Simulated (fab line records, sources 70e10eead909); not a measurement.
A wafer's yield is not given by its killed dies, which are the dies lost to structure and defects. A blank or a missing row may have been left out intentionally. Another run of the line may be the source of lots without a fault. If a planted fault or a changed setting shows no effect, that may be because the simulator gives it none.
Matching of chambers ; flow nandHarc ; rieDiel-08 running NHARC_A_CHANNEL_FILL_D1_ETCHBACK_20: 4 sister chambers
The step etches the open film in C4F8/O2/Ar, target depth 27 nm, time 13.5 s. 8 wafers are shown with their chamber, then 9 later ones without.

== WAFERS, EACH WITH ITS CHAMBER ==
wafer;chamber;rfVppV (V);oesProductAu (a.u.)
L081.4;0;975;0.99
L085.2;0;973;0.91
L085.1;1;978;0.90
L085.3;3;975;0.91
L085.6;3;975;0.91
L087.3;2;970;0.92
L087.4;1;978;0.92
L087.5;2;971;0.91

== WAFERS WITHOUT THEIR CHAMBER ==
wafer;rfVppV (V);oesProductAu (a.u.)
L087.1;974;0.91
L087.2;974;0.92
L087.6;976;0.93
L088.3;975;0.99
L088.5;975;0.99
L088.6;971;0.98
L093.3;975;0.91
L093.5;978;0.92
L093.6;974;0.91

== WHICH CHAMBER EACH ONE RAN IN ==
wafer;from the rows above;in truth
L087.1;can't be placed: 3 or 0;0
L087.2;can't be placed: 0 or 3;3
L087.6;can't be placed: 3 or 0 or 1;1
L088.3;can't be placed: 0 or 3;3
L088.5;can't be placed: 0 or 3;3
L088.6;can't be placed: 2 or 0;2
L093.3;can't be placed: 3 or 0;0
L093.5;1;1
L093.6;can't be placed: 3 or 0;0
1 of 9 placed correctly. These rows do not allow placing 8 (true chamber among the candidates in 8). 0 placed wrongly.
How it was worked out, from the rows above alone: a wafer's distance from a chamber is the root of the sum, over the readings, of the square of ((its reading less the chamber's mean) divided by the reading's scatter). The wafer belongs to the nearest chamber; if the next one is less than 2 further off, it can't be placed. Each chamber's mean is taken over the wafers shown for it. The scatter: the root of (the sum of the squares of (reading less its chamber's mean) over the shown wafers, divided by (wafers less chambers)).
